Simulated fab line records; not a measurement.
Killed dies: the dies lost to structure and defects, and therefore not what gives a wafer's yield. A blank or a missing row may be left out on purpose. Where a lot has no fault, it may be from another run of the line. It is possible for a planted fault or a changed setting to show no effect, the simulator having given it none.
fab line records / flow n5Finfet
record lots=3 wafers=8 lastDay=16
route steps=1938 shown HKMG_FIN@436 GATE_CUT@465 BEOL_M4@1111 PASSIVATION@1936
lots untouched by any fault: they come from a run of this same line in which no faults occurred
startH: start of the lot's first displayed wafer, in hours after the record's first day / waitH: time in hours since the lot's previous step / " the same as in the row above / L1.1+2: a row that stands for several wafers / - no value present, or no start provided / * or withheld: withheld / < > ~ a bound
route shown NAME@n: NAME is a module with steps in the file, n the number in the route of the first one / usual: average and standard deviation across the fault-free wafers / same: alike in all rows / chamber/n: place in a boat / sites: each site's reading / _std_site: standard deviation across them / _edge_site: outer sites' mean less inner sites' / radiusMm: how far each site lies from the wafer's centre / mask NAME#n: copy n / behind: the last tool/chamber to shape the wafer / hold: what put the lot on hold/how long, in hours/how the hold closed / device: transistor that didn't switch, given as n, p or np / end of line: the tests these same wafers got at the end of their route / a step without rows: its recipe alone / killed: at the first sort, the dies lost to defects and structure; wafer yield is something else / map: shows each die of a wafer: x if killed, . if not, _ if none is there
set.NAME: setting as actually run; set.NAME@STEP: the setting as run at that earlier step / model.NAME: the simulator's own value behind a step, which no gauge read
a table for each step, a row for each wafer; lots at some steps of the route
services: from which hour (startH, from the record's first day; less than 0 if before it) a tool's chamber was out of use, for how many hours, and why
## steps
# step N5_HKMG_FIN_STRIP_33
# recipe chemistry=N2/H2 tempC=40 n2FlowSccm=200 h2FlowSccm=200 rfFrequencyHz=6e+07
# step N5_HKMG_FIN_STRIP_34
# recipe chemistry=CF4 resist=SiARC powerW=300 biasPowerW=75 pressureMtorr=50 cf4FlowSccm=150 rfFrequencyHz=6e+07
# step N5_HKMG_FIN_ETCH_35
# recipe chemistry=N2/H2 target=SOC targetDepthA=2158 ionEnergyEv=65 biasW=5 sourceW=3000 timeS=243.4 pressureMtorr=30 n2FlowSccm=200 h2FlowSccm=200
# step N5_HKMG_FIN_STRIP_92
# recipe chemistry=N2/H2 material=SOC timeS=20 powerW=500 tempC=40 pressureMtorr=50 rfFrequencyHz=6e+07 biasPowerW=8 h2Frac=0.5 n2FlowSccm=300 h2FlowSccm=300
# step N5_HKMG_FIN_WET_ETCH_18
# recipe chemistry=SC1 target=TiN mix=1:1:5 tempC=* timeS=55 targetDepthNm=5.2 dry=ipaMarangoni rinseTimeS=30 rinseTempC=23
# step N5_HKMG_FIN_STRIP_19
# recipe chemistry=N2/H2 powerW=2500 tempC=300 h2Frac=0.65 timeS=360 pressureMtorr=withheld n2FlowSccm=1750 h2FlowSccm=3250
# step N5_HKMG_FIN_ALD_91
# recipe material=TiN targetThkA=10 tempC=400 aldPrecursorFamily=TiCl4 aldCoReactant=NH3 pulseTimeS=1 purgeTimeS=3 coReactantPurgeTimeS=2 coReactantPulseTimeS=2 aldCycles=47 pressureTorr=3
# step N5_HKMG_FIN_COAT_85
# recipe resist=SOC tempC=250 timeS=60 spinRpm=1500 resistThkNm=300
# step N5_HKMG_FIN_ETCH_86
# recipe chemistry=N2/H2 target=SOC targetDepthA=3932 stopOn=TiN ionEnergyEv=100 biasW=61 pressureMtorr=30 sourceW=850 n2FlowSccm=200 h2FlowSccm=200
# step N5_HKMG_FIN_STRIP_89
# recipe chemistry=N2/H2 material=SOC timeS=20 powerW=500 tempC=40 pressureMtorr=50 rfFrequencyHz=6e+07 biasPowerW=8 h2Frac=0.5 n2FlowSccm=300 h2FlowSccm=300
# step N5_HKMG_FIN_WET_ETCH_87
# recipe chemistry=SC1 target=TiN mix=1:2:40 tempC=50 timeS=154.2 targetDepthNm=4.7 dry=ipaMarangoni rinseTimeS=30 rinseTempC=23
# step N5_HKMG_FIN_STRIP_88
# recipe chemistry=N2/H2 powerW=2500 tempC=300 h2Frac=0.65 timeS=360 pressureMtorr=withheld n2FlowSccm=1750 h2FlowSccm=3250
# step N5_HKMG_FIN_NWFM_ALD_20
# recipe material=TiAlC targetThkA=20 tempC=300 aldPrecursorFamily=TiCl4 aldCoReactant=TEA pulseTimeS=3 purgeTimeS=2 coReactantPurgeTimeS=2 coReactantPulseTimeS=10 aldCycles=7 pressureTorr=3
# usual aldCycles=7/0 heaterPowerW=478/47 precursorPulseHeightRel=1.001/0.018
lot.wafer=L541.1 tool=aldMetal-04 chamber=2 startH=100.61 waitH=0.3 aldCycles=7 heaterPowerW=487 precursorPulseHeightRel=0.999
lot.wafer=L541.3 tool=aldMetal-04 chamber=0 startH=100.61 waitH=0.3 aldCycles=7 heaterPowerW=485 precursorPulseHeightRel=0.998
lot.wafer=L541.4 tool=aldMetal-04 chamber=1 startH=100.61 waitH=0.3 aldCycles=7 heaterPowerW=521 precursorPulseHeightRel=1.027
lot.wafer=L544.1 tool=aldMetal-01 chamber=0 startH=119.91 waitH=0.3 aldCycles=7 heaterPowerW=439 precursorPulseHeightRel=1.023
lot.wafer=L544.5 tool=aldMetal-01 chamber=3 startH=119.91 waitH=0.3 aldCycles=7 heaterPowerW=505 precursorPulseHeightRel=0.987
lot.wafer=L544.6 tool=aldMetal-01 chamber=2 startH=119.91 waitH=0.3 aldCycles=7 heaterPowerW=478 precursorPulseHeightRel=1.026
lot.wafer=L549.2 tool=aldMetal-04 chamber=0 startH=155.72 waitH=0.3 aldCycles=7 heaterPowerW=499 precursorPulseHeightRel=1.006
lot.wafer=L549.5 tool=aldMetal-04 chamber=1 startH=155.72 waitH=0.3 aldCycles=6 heaterPowerW=526 precursorPulseHeightRel=0.987
# step N5_HKMG_FIN_ALD_71
# recipe material=TiN targetThkA=10 tempC=400 aldPrecursorFamily=TiCl4 aldCoReactant=NH3 pulseTimeS=1 purgeTimeS=3 coReactantPurgeTimeS=2 coReactantPulseTimeS=2 aldCycles=47 pressureTorr=3
# step N5_HKMG_FIN_COAT_66
# recipe resist=SOC tempC=250 timeS=60 spinRpm=1500 resistThkNm=300
# step N5_HKMG_FIN_ETCH_67
# recipe chemistry=N2/H2 target=SOC targetDepthA=3889 stopOn=TiN ionEnergyEv=100 biasW=61 pressureMtorr=30 sourceW=850 n2FlowSccm=200 h2FlowSccm=200
# step N5_HKMG_FIN_STRIP_90
# recipe chemistry=N2/H2 material=SOC timeS=20 powerW=500 tempC=40 pressureMtorr=50 rfFrequencyHz=6e+07 biasPowerW=8 h2Frac=0.5 n2FlowSccm=300 h2FlowSccm=300
# step N5_HKMG_FIN_WET_ETCH_73
# recipe chemistry=SC1 mix=1:2:40 tempC=50 timeS=42.3 targetDepthNm=1.3 dry=ipaMarangoni rinseTimeS=30 rinseTempC=23
# step N5_HKMG_FIN_ETCHBACK_68
# recipe chemistry=Cl2/Ar stopOn=HfO2 targetDepthA=5 pressureMtorr=10 icpW=600 biasW=60 Cl2_flow_sccm=40 Ar_flow_sccm=60
# step N5_HKMG_FIN_STRIP_69
# recipe chemistry=N2/H2 powerW=2500 tempC=300 h2Frac=0.65 timeS=360 pressureMtorr=withheld n2FlowSccm=1750 h2FlowSccm=3250
# step N5_HKMG_FIN_ALD_21
# recipe material=TiN targetThkA=15 tempC=400 aldPrecursorFamily=TiCl4 aldCoReactant=NH3 pulseTimeS=1 purgeTimeS=3 coReactantPurgeTimeS=2 coReactantPulseTimeS=2 aldCycles=68 pressureTorr=3
# step N5_HKMG_FIN_ALD_72
# recipe material=W targetThkA=20 tempC=300 pressureTorr=7.5 aldPrecursorFamily=WF6 aldCoReactant=B2H6 pulseTimeS=1 purgeTimeS=2 coReactantPurgeTimeS=2 coReactantPulseTimeS=3 aldCycles=7
# step N5_HKMG_FIN_W_FILL_22
# recipe material=W targetThkA=600 tempC=400 pressureTorr=39.4 timeS=18.2
# step N5_HKMG_FIN_PRECLEAN_83
# recipe chemistry=DIW timeS=57.5 tempC=23
# step N5_HKMG_FIN_SRD_84
# recipe dryTimeS=32 dry=n2Spin spinRpm=1500
# step N5_HKMG_FIN_CMP_23
# recipe stopOn=SiNx tOverpolishS=10 postCmpClean=rinseOnly downForcePsi=4 platenRpm=50.289 padVelocityMS=1.0006 targetThkNm=46.326
# step N5_HKMG_FIN_CMP_94
# recipe stopOn=SiNx postCmpClean=wDiluteNh4oh tOverpolishS=4.7 downForcePsi=4 platenRpm=50.289 padVelocityMS=1.0006 targetThkNm=43.299
# step N5_GATE_CUT_ETCHBACK_00
# recipe chemistry=SF6/Cl2 target=W pressureMtorr=8 icpW=900 biasW=80 SF6_flow_sccm=40 Cl2_flow_sccm=60
# step N5_GATE_CUT_ETCH_56
# recipe chemistry=Cl2/Ar target=TiN targetDepthA=216 pressureMtorr=10 icpW=600 biasW=60 Cl2_flow_sccm=40 Ar_flow_sccm=60
# step N5_GATE_CUT_ETCHBACK_30
# recipe chemistry=Cl2/Ar target=TiN targetDepthA=30 mode=isotropic pressureMtorr=10 icpW=600 biasW=60 Cl2_flow_sccm=40 Ar_flow_sccm=60
# step N5_GATE_CUT_VAPOR_ETCH_60
# recipe chemistry=BCl3/Cl2 target=HfO2 mode=isotropic
# step N5_GATE_CUT_ETCH_58
# recipe chemistry=CH3F/O2 target=SiNx targetDepthA=170 timeS=128.6 ionEnergyEv=50 pressureMtorr=30 sourceW=415 biasW=21 Ar_flow_sccm=150 CH3F_flow_sccm=30 O2_flow_sccm=20
# step N5_GATE_CUT_STRIP_59
# recipe chemistry=N2/H2 timeS=20 powerW=100 tempC=40 pressureMtorr=100 rfFrequencyHz=6e+07 biasPowerW=3 n2FlowSccm=300 h2FlowSccm=300
# step N5_GATE_CUT_PRECLEAN_31
# recipe tempC=23 chemistry=DIW timeS=300
# step N5_GATE_CUT_SRD_32
# recipe timeS=30 tempC=23 rinseLiquid=diw dry=ipaMarangoni
# step N5_GATE_CUT_SAC_CAP_01
# recipe material=SiNx targetThkA=240 tempC=400 aldPrecursorFamily=SiH2I2 aldCoReactant=N2/H2-plasma pulseTimeS=1 aldCycles=480 purgeTimeS=2 coReactantPurgeTimeS=2 pressureTorr=2
# step N5_GATE_CUT_PECVD_57
# recipe material=SiNx targetThkA=210 tempC=400 precursor=SiH4/NH3/N2 pressureTorr=1.5 rfW=300
# step N5_GATE_CUT_CMP_02
# recipe stopOn=SiO2 tOverpolishS=12.7 postCmpClean=alkalineBrush downForcePsi=2.5 platenRpm=51.8 padVelocityMS=1.0307 targetThkNm=0
# step N5_GATE_CUT_HM_DEP_46
# recipe material=SiO2 targetThkA=1300 tempC=400 precursor=TEOS/O2 pressureTorr=6.5 rfW=900 teosFlowSccm=161.4 gas=O2 flowSccm=2650 timeS=26.6
# step N5_BEOL_M4_RC_MEAS_101
# usual DIBL_N=36.0/1.4 DIBL_P=36.1/1.4 IOFF_N=0.153/0.02 IOFF_N_85C=3.0/0.33 IOFF_N_LIN=0.072/0.0076 IOFF_N_LONG=5.54e-05/2.3e-06 IOFF_P=0.211/0.026 ION_N=673/8.7 ION_P=463/6.7 SS_N=71.5/0.5 SS_P=73.3/0.54 VT_N=250.1/2.4 VT_N_LONG=274.6/1.8 VT_N_LVT=98.6/2.4 VT_P=-250.2/2.9
lot.wafer=L541.1 tool=prober-02 chamber=0 startH=202.26 waitH=0.0 DIBL_N[mV/V]=35.5 DIBL_P[mV/V]=37.2 IOFF_N[nA/um]=0.153 IOFF_N_85C[nA/um]=3.0 IOFF_N_LIN[nA/um]=0.072 IOFF_N_LONG[nA/um]=5.6e-05 IOFF_P[nA/um]=0.197 ION_N[uA/um]=671 ION_P[uA/um]=460 SS_N[mV/dec]=71.1 SS_P[mV/dec]=73.3 VT_N[mV]=248.2 VT_N_LONG[mV]=272.7 VT_N_LVT[mV]=95.6 VT_P[mV]=-253.1
lot.wafer=L541.3 tool=prober-02 chamber=0 startH=202.26 waitH=0.0 DIBL_N[mV/V]=35.2 DIBL_P[mV/V]=35.8 IOFF_N[nA/um]=0.138 IOFF_N_85C[nA/um]=2.7 IOFF_N_LIN[nA/um]=0.066 IOFF_N_LONG[nA/um]=5.73e-05 IOFF_P[nA/um]=0.172 ION_N[uA/um]=675 ION_P[uA/um]=460 SS_N[mV/dec]=71.0 SS_P[mV/dec]=72.4 VT_N[mV]=249.4 VT_N_LONG[mV]=272.0 VT_N_LVT[mV]=97.0 VT_P[mV]=-253.1
lot.wafer=L541.4 tool=prober-02 chamber=0 startH=202.26 waitH=0.0 DIBL_N[mV/V]=35.1 DIBL_P[mV/V]=35.4 IOFF_N[nA/um]=0.144 IOFF_N_85C[nA/um]=2.8 IOFF_N_LIN[nA/um]=0.069 IOFF_N_LONG[nA/um]=5.55e-05 IOFF_P[nA/um]=0.180 ION_N[uA/um]=677 ION_P[uA/um]=461 SS_N[mV/dec]=71.5 SS_P[mV/dec]=72.5 VT_N[mV]=250.2 VT_N_LONG[mV]=275.8 VT_N_LVT[mV]=96.3 VT_P[mV]=-254.6
lot.wafer=L544.1 tool=prober-01 chamber=0 startH=230.78 waitH=0.0 DIBL_N[mV/V]=35.2 DIBL_P[mV/V]=36.1 IOFF_N[nA/um]=0.147 IOFF_N_85C[nA/um]=2.9 IOFF_N_LIN[nA/um]=0.071 IOFF_N_LONG[nA/um]=5.57e-05 IOFF_P[nA/um]=0.199 ION_N[uA/um]=682 ION_P[uA/um]=461 SS_N[mV/dec]=71.0 SS_P[mV/dec]=73.0 VT_N[mV]=249.7 VT_N_LONG[mV]=277.8 VT_N_LVT[mV]=100.4 VT_P[mV]=-251.2
lot.wafer=L544.5 tool=prober-01 chamber=0 startH=230.78 waitH=0.0 DIBL_N[mV/V]=34.9 DIBL_P[mV/V]=35.6 IOFF_N[nA/um]=0.145 IOFF_N_85C[nA/um]=2.9 IOFF_N_LIN[nA/um]=0.069 IOFF_N_LONG[nA/um]=5.47e-05 IOFF_P[nA/um]=0.209 ION_N[uA/um]=675 ION_P[uA/um]=467 SS_N[mV/dec]=71.4 SS_P[mV/dec]=72.6 VT_N[mV]=251.5 VT_N_LONG[mV]=276.3 VT_N_LVT[mV]=101.6 VT_P[mV]=-249.9
lot.wafer=L544.6 tool=prober-01 chamber=0 startH=230.78 waitH=0.0 DIBL_N[mV/V]=35.5 DIBL_P[mV/V]=36.2 IOFF_N[nA/um]=0.154 IOFF_N_85C[nA/um]=3.1 IOFF_N_LIN[nA/um]=0.072 IOFF_N_LONG[nA/um]=5.62e-05 IOFF_P[nA/um]=0.214 ION_N[uA/um]=676 ION_P[uA/um]=467 SS_N[mV/dec]=71.5 SS_P[mV/dec]=73.3 VT_N[mV]=250.6 VT_N_LONG[mV]=272.9 VT_N_LVT[mV]=100.8 VT_P[mV]=-248.6
lot.wafer=L549.2 tool=prober-02 chamber=0 startH=272.88 waitH=0.4 DIBL_N[mV/V]=36.4 DIBL_P[mV/V]=36.5 IOFF_N[nA/um]=0.174 IOFF_N_85C[nA/um]=3.4 IOFF_N_LIN[nA/um]=0.082 IOFF_N_LONG[nA/um]=5.6e-05 IOFF_P[nA/um]=0.230 ION_N[uA/um]=685 ION_P[uA/um]=469 SS_N[mV/dec]=71.9 SS_P[mV/dec]=73.8 VT_N[mV]=246.1 VT_N_LONG[mV]=274.6 VT_N_LVT[mV]=96.6 VT_P[mV]=-248.7
lot.wafer=L549.5 tool=prober-02 chamber=0 startH=272.88 waitH=0.4 DIBL_N[mV/V]=35.9 DIBL_P[mV/V]=36.3 IOFF_N[nA/um]=0.075 IOFF_N_85C[nA/um]=1.7 IOFF_N_LIN[nA/um]=0.035 IOFF_N_LONG[nA/um]=3.58e-05 IOFF_P[nA/um]=0.273 ION_N[uA/um]=628 ION_P[uA/um]=478 SS_N[mV/dec]=72.1 SS_P[mV/dec]=73.0 VT_N[mV]=269.6 VT_N_LONG[mV]=296.9 VT_N_LVT[mV]=119.3 VT_P[mV]=-245.0
# step N5_PASSIVATION_PROBE_49
# usual defectLimitedYield=91.2/1.4 killed_at_M0_to_M3=34/9.7 killed_at_M4_up=14/5.2 killedAtContacts=13/6.7 killedAtFrontEnd=39/11 killedAtOther=3.6/2.6 killedDies=104/17 killedOnRim=13/3.8 killedOpen=69/12 killedShort=34/8.2 sort_bin_5_function=5.3/0.89 sort_bin_6_memory=3.2/0.69 sort_bin_8_speed=0/0 sortNPass=1076/17 sortYieldPct=91.2/1.4
# same grossDies=1180 killedAtBackSide=0 sort_bin_4_leakage[%]=0
lot.wafer=L541.1 tool=prober-01 chamber=- startH=317.71 waitH=0.0 defectLimitedYield[%]=92.4 killed_at_M0_to_M3=43 killed_at_M4_up=11 killedAtContacts=6 killedAtFrontEnd=30 killedAtOther=0 killedDies=90 killedOnRim=10 killedOpen=54 killedShort=35 sort_bin_5_function[%]=4.2 sort_bin_6_memory[%]=3.1 sort_bin_8_speed[%]=0 sortNPass=1090 sortYieldPct[%]=92.4
lot.wafer=L541.3 tool=prober-01 chamber=- startH=317.81 waitH=0.1 defectLimitedYield[%]=89.6 killed_at_M0_to_M3=42 killed_at_M4_up=11 killedAtContacts=24 killedAtFrontEnd=44 killedAtOther=2 killedDies=123 killedOnRim=17 killedOpen=89 killedShort=31 sort_bin_5_function[%]=5.8 sort_bin_6_memory[%]=4.2 sort_bin_8_speed[%]=0 sortNPass=1057 sortYieldPct[%]=89.6
lot.wafer=L541.4 tool=prober-01 chamber=- startH=317.86 waitH=0.2 defectLimitedYield[%]=90.2 killed_at_M0_to_M3=55 killed_at_M4_up=14 killedAtContacts=16 killedAtFrontEnd=29 killedAtOther=2 killedDies=116 killedOnRim=21 killedOpen=72 killedShort=44 sort_bin_5_function[%]=5.8 sort_bin_6_memory[%]=3.6 sort_bin_8_speed[%]=0 sortNPass=1064 sortYieldPct[%]=90.2
lot.wafer=L544.1 tool=prober-02 chamber=- startH=332.97 waitH=0.0 defectLimitedYield[%]=90.4 killed_at_M0_to_M3=31 killed_at_M4_up=12 killedAtContacts=24 killedAtFrontEnd=40 killedAtOther=6 killedDies=113 killedOnRim=14 killedOpen=74 killedShort=37 sort_bin_5_function[%]=5.4 sort_bin_6_memory[%]=3.9 sort_bin_8_speed[%]=0 sortNPass=1067 sortYieldPct[%]=90.4
lot.wafer=L544.5 tool=prober-02 chamber=- startH=333.17 waitH=0.2 defectLimitedYield[%]=91.8 killed_at_M0_to_M3=29 killed_at_M4_up=9 killedAtContacts=17 killedAtFrontEnd=34 killedAtOther=8 killedDies=97 killedOnRim=15 killedOpen=59 killedShort=35 sort_bin_5_function[%]=5.0 sort_bin_6_memory[%]=3.1 sort_bin_8_speed[%]=0 sortNPass=1083 sortYieldPct[%]=91.8
lot.wafer=L544.6 tool=prober-02 chamber=- startH=333.22 waitH=0.3 defectLimitedYield[%]=91.2 killed_at_M0_to_M3=31 killed_at_M4_up=11 killedAtContacts=20 killedAtFrontEnd=38 killedAtOther=4 killedDies=104 killedOnRim=13 killedOpen=62 killedShort=42 sort_bin_5_function[%]=5.7 sort_bin_6_memory[%]=3.1 sort_bin_8_speed[%]=0 sortNPass=1076 sortYieldPct[%]=91.2
lot.wafer=L549.2 tool=prober-01 chamber=- startH=386.48 waitH=0.1 defectLimitedYield[%]=88.9 killed_at_M0_to_M3=40 killed_at_M4_up=19 killedAtContacts=24 killedAtFrontEnd=42 killedAtOther=6 killedDies=131 killedOnRim=22 killedOpen=86 killedShort=45 sort_bin_5_function[%]=5.8 sort_bin_6_memory[%]=4.7 sort_bin_8_speed[%]=0 sortNPass=1049 sortYieldPct[%]=88.9
lot.wafer=L549.5 tool=prober-01 chamber=- startH=386.63 waitH=0.2 defectLimitedYield[%]=90.8 killed_at_M0_to_M3=42 killed_at_M4_up=25 killedAtContacts=12 killedAtFrontEnd=28 killedAtOther=1 killedDies=108 killedOnRim=13 killedOpen=78 killedShort=30 sort_bin_5_function[%]=5.5 sort_bin_6_memory[%]=3.4 sort_bin_8_speed[%]=21.02 sortNPass=824 sortYieldPct[%]=69.8
# killed by level:class
L541.1 BEOL_M0_SAQP:geometricParticle:short=14 BEOL_M0_SAQP:geometricParticle:open=8 FIN_SAQP:geometricParticle:short=7 BEOL_M3:geometricParticle:open=7 MOL_CONTACT_COAG:geometricParticle:open=6 FIN_SAQP:geometricParticle:open=5 BEOL_M1:geometricParticle:open=5 GATE_CUT:geometricParticle:short=4
L541.3 FIN_SAQP:geometricParticle:open=22 MOL_CONTACT_COAG:geometricParticle:open=20 BEOL_M0_SAQP:geometricParticle:open=15 FIN_SAQP:geometricParticle:short=10 BEOL_M0_SAQP:geometricParticle:short=8 BEOL_M1:geometricParticle:open=6 BEOL_M4:geometricParticle:open=6 STI_FIN_REVEAL:geometricParticle:open=4
L541.4 MOL_CONTACT_COAG:geometricParticle:open=13 BEOL_M2:geometricParticle:open=10 BEOL_M0_SAQP:geometricParticle:open=10 BEOL_M0_SAQP:geometricParticle:short=9 BEOL_M1:geometricParticle:open=8 FIN_SAQP:geometricParticle:open=6 BEOL_M2:geometricParticle:short=6 GATE_CUT:geometricParticle:short=6
L544.1 MOL_CONTACT_COAG:geometricParticle:open=23 FIN_SAQP:geometricParticle:open=8 STI_FIN_REVEAL:geometricParticle:open=8 BEOL_M0_SAQP:geometricParticle:open=8 BEOL_M0_SAQP:geometricParticle:short=8 GATE_CUT:geometricParticle:short=6 FIN_SAQP:geometricParticle:short=4 ILD0:geometricParticle:short=3
L544.5 MOL_CONTACT_COAG:geometricParticle:open=13 STI_FIN_REVEAL:geometricParticle:open=7 BEOL_M0_SAQP:geometricParticle:short=7 FIN_SAQP:geometricParticle:short=6 BEOL_M2:geometricParticle:open=6 BEOL_M3:geometricParticle:open=5 MIM_TOP:geometricParticle:open=4 MOL_CONTACT_COAG:geometricParticle:short=4
L544.6 MOL_CONTACT_COAG:geometricParticle:open=16 FIN_SAQP:geometricParticle:open=6 FIN_SAQP:geometricParticle:short=6 BEOL_M3:geometricParticle:open=6 BEOL_M0_SAQP:geometricParticle:short=5 BEOL_M0_SAQP:geometricParticle:open=5 BEOL_M0:geometricParticle:open=5 ILD0:geometricParticle:short=4
L549.2 MOL_CONTACT_COAG:geometricParticle:open=18 BEOL_M0_SAQP:geometricParticle:open=13 BEOL_M4:geometricParticle:open=11 FIN_SAQP:geometricParticle:short=10 BEOL_M0_SAQP:geometricParticle:short=10 STI_FIN_REVEAL:geometricParticle:open=8 BEOL_M2:geometricParticle:open=7 FIN_SAQP:geometricParticle:open=6
L549.5 BEOL_M4:geometricParticle:open=16 BEOL_M0_SAQP:geometricParticle:open=11 MOL_CONTACT_COAG:geometricParticle:open=10 BEOL_M0_SAQP:geometricParticle:short=9 BEOL_M2:geometricParticle:open=9 FIN_SAQP:geometricParticle:open=6 STI_FIN_REVEAL:geometricParticle:open=5 ILD0:geometricParticle:open=4
# map L549.2 (x killed, . not)
_________________...........x________________
______________...x.............x_____________
___________..x............x....x.x.__________
__________....x..........x.........._________
________..........x.......x.....x....._______
_______.x.............................x______
______..xx....x..................x......_____
_____.x..............x..................x____
____....x.................................___
___.........x..............x.....x.........__
___..x.xx....x....xx..........x........x..x__
__x......x.................................._
__........x..........x.x.x.x................_
_.....................x.....x.....x..x..x....
_.xx..........x..............x...............
_x..x........x......x..x.........x.....xx....
_...x..........x...x.....................x...
_...x..x.x...................x.........x..x..
_.....x......x.................x.x.x.x....x..
_..............x.......x.........x.xx...x....
_..........xxx..............x.x......xx......
__..............................x..........._
__xx...................x...............x.x.._
___.x..x.......x..x.........x.......x......__
___..x......xx..x..x..........x..x.....x...__
____...x...........................x......___
_____..................xx...........xxx..____
______.................................._____
_______x.............x....x..x.........______
________.......x.......x......x......._______
__________.........................._________
___________x......x........x.......__________
______________.x..x............x_____________
_________________...x...xx...________________
# map L541.3 (x killed, . not)
_________________...........x________________
______________...............x.x_____________
___________xx.....x....xx..........__________
__________..............x..x........_________
________...........x...xx......x......_______
_______...........................x....______
______.......x.........x...........x...._____
_____..x..............x..................____
____....xx.....x.....x....xx..............___
___.......x.......x..x.....x.............xx__
___....x.x..........x..........x....x......__
__...x..x..x................................_
__..x...xxxx......x.x..x...x......x.....x..._
_..x.x.....................x......x........x.
_..x..........................x....x.........
_..............x.........x..x................
_.x.................x..........x.....x..x..x.
_..........................x.x...x.....x.....
_.........x..................x.....x..x...x..
_.x..x...................x............x.....x
_........x.x......x.x.......................x
__x..........x...x.................x.....x.._
__..............x......xx.....x.x..........._
___........................x.......x.....x.__
___x..x...........................x........__
____x..........x.x........x.x.x.......x...___
_____....................................____
______......x..................x..x...x._____
_______.......x........................______
________...........x.................._______
__________x..........x....x..x...x.._________
___________........................__________
______________.................._____________
_________________x.........x.________________
## services
tool=aldMetal-01 chamber=- startH=132.06 hours=8.7 kind=pm
tool=aldMetal-04 chamber=- startH=140.90 hours=0.4 kind=repair
## key
firstSign step=N5_HKMG_FIN_NWFM_ALD_20 reading=aldCycles direction=down sigmas=99+ usual=* struck=*
effect step=N5_BEOL_M4_RC_MEAS_101 reading=VT_N_LONG direction=up sigmas=12 usual=274.6 struck=296.9
effect step=N5_BEOL_M4_RC_MEAS_101 reading=IOFF_N_LONG direction=down sigmas=8.7 usual=5.54e-05 struck=3.58e-05
effect step=N5_BEOL_M4_RC_MEAS_101 reading=VT_N_LVT direction=up sigmas=8.5 usual=98.6 struck=119.3
effect step=N5_BEOL_M4_RC_MEAS_101 reading=VT_N direction=up sigmas=8.3 usual=250.1 struck=269.6
effect step=N5_BEOL_M4_RC_MEAS_101 reading=ION_N direction=down sigmas=5.3 usual=673 struck=628
effect step=N5_BEOL_M4_RC_MEAS_101 reading=IOFF_N_LIN direction=down sigmas=4.8 usual=0.072 struck=0.035
effect step=N5_BEOL_M4_RC_MEAS_101 reading=IOFF_N_85C direction=down sigmas=4.2 usual=3.0 struck=1.7
effect step=N5_BEOL_M4_RC_MEAS_101 reading=IOFF_N direction=down sigmas=4 usual=0.153 struck=0.075
effect step=N5_PASSIVATION_PROBE_49 reading=sort_bin_8_speed direction=up sigmas=99+ usual=0 struck=21.02
metAt N5_HKMG_FIN_NWFM_ALD_20
struckWafers L549.5
onsetBetween 100.61 155.72
fault kind=processParameterDrift tool=aldMetal-04 chamber=- onsetH=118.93 steps=N5_HKMG_FIN_NWFM_ALD_20 channel=aldCycles offset=* shape=step endH=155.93 scope=struckWafersOnly actsIn=* stated=*
